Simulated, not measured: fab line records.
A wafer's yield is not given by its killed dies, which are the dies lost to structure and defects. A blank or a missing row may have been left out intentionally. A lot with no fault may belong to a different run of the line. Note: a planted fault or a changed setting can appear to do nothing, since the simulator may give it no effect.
A lot that was struck, set against a sound lot -- flow nandHarc -- 14 out of 1159 route steps
Sound: these wafers, L635.2, L635.4, L635.6. The struck wafers were L625.1, L625.4, L625.6. At the end, the cause is stated.
Per side, at each step with rows, come the tool, then ch with its chambers, and then its first start. Under that, the readings that differ: sound wafers -- struck wafers -- difference of the means -- sigmas: that difference in standard deviations of wafers without a fault.
alike: readings whose means differ by less than 2 such deviations, and words and numbers that are the same on both sides. not compared: withheld readings, readings that some wafer has no value for, bounds like >300 that may hide the same value, and numbers for which the record gives no deviation and whose values overlap.
Wherever a step has rows on one side only, a row that says differs or no value, or a row with sigmas, the two part there. Non-overlapping numbers with no deviation appear without sigmas and do not part them. Lack of a reading on every wafer of one side parts them only where that side has two or more wafers.

first, 2 steps without rows for these wafers: NHARC_A_BLC_DESCUM_15 (chemistry O2, time 3 s); NHARC_A_BLC_ETCH_16 (etches the open film in CF4, target depth 39 nm, time 65 s).
NHARC_A_BLC_ETCH_17: etches the open film in N2/H2, target depth 390 nm, time 609.38 s.
  sound: rieDiel-02 ch 1,2; struck: rieDiel-02 ch 0,1
  alike: drypumpMotorCurrentA, oesProductAu, rfFwdPowerW, rfVppV, showerheadPlenumPTorr, throttleValvePct
  not compared: rfHoursCounterH
NHARC_A_BLC_ETCH_18: etches the open film in C4F8/O2/Ar, target depth 910 nm.
  sound: rieDiel-02 ch 0,1,3; struck: rieDiel-02 ch 0,2,3
  alike: oesProductAu, rfFwdPowerW, rfVppV
  not compared: rfHoursCounterH
NHARC_A_BLC_CD_MEAS_19:
  sound on cdSem-02, day 20 17:32; struck on cdSem-03, day 17 18:20
  alike: cdNm
NHARC_A_BLC_STRIP_29: strips in CF4.
  sound on rieDiel-02 ch 0,2, day 20 17:37; struck on rieDiel-04 ch 0,2,3, day 17 18:25
  alike: drypumpMotorCurrentA, oesProductAu, rfVppV, showerheadPlenumPTorr, throttleValvePct
  not compared: rfHoursCounterH
then, 2 steps without rows for these wafers: NHARC_A_BLC_STRIP_21 (strips in O2); NHARC_A_BLC_STRIP_22 (strips in post etch residue remover, time 600 s).
NHARC_A_BLC_DEGAS_30: time 60 s.
  sound on pvdSputter-03, day 20 18:08; struck on pvdSputter-03, day 17 18:56
  alike: heaterPowerW
then, 2 steps without rows for these wafers: NHARC_A_BLC_PRE_CLEAN_31 (time 15 s); NHARC_A_BLC_PVD_32 (deposits Ti, target thk 5 nm, time 17.7 s).
NHARC_A_BLC_ALD_23: deposits TiN, target thk 3 nm, pulse time 1 s, ald cycles 150.
  sound on aldMetal-02 ch 1,3, day 20 18:23; struck on aldMetal-02 ch 1,3, day 17 19:11
  alike: heaterPowerW, precursorPulseHeightRel
NHARC_A_BLC_CVD_24: deposits W, target thk 150 nm, time 434 s.
  sound on cvdW-01 ch 0,1, day 20 18:40; struck on cvdW-02 ch 1, day 17 20:04
reading,sound,struck,difference,sigmas
throttleValvePct (%),8.13 8.03 8.49,7.61 7.53 7.54,-0.66,-2
  alike: heaterPowerW
NHARC_A_BLC_CMP_25: polishes, t overpolish 30 s, target thk 150 nm.
  sound on cmp-04 ch 0,1,2, day 20 19:07; struck on cmp-02 ch 1,2,3, day 17 20:38
reading,sound,struck,difference,sigmas
timeToEndpointS (s),26.9 28.6 29.9,58.9 59.7 60.8,+31.3,+14
  alike: motorCurrentA, overpolishRunS

## WHERE THEY PART
First at NHARC_A_BLC_CVD_24; last, within this record, at NHARC_A_BLC_CMP_25.

WHY: what had been put in by the simulator
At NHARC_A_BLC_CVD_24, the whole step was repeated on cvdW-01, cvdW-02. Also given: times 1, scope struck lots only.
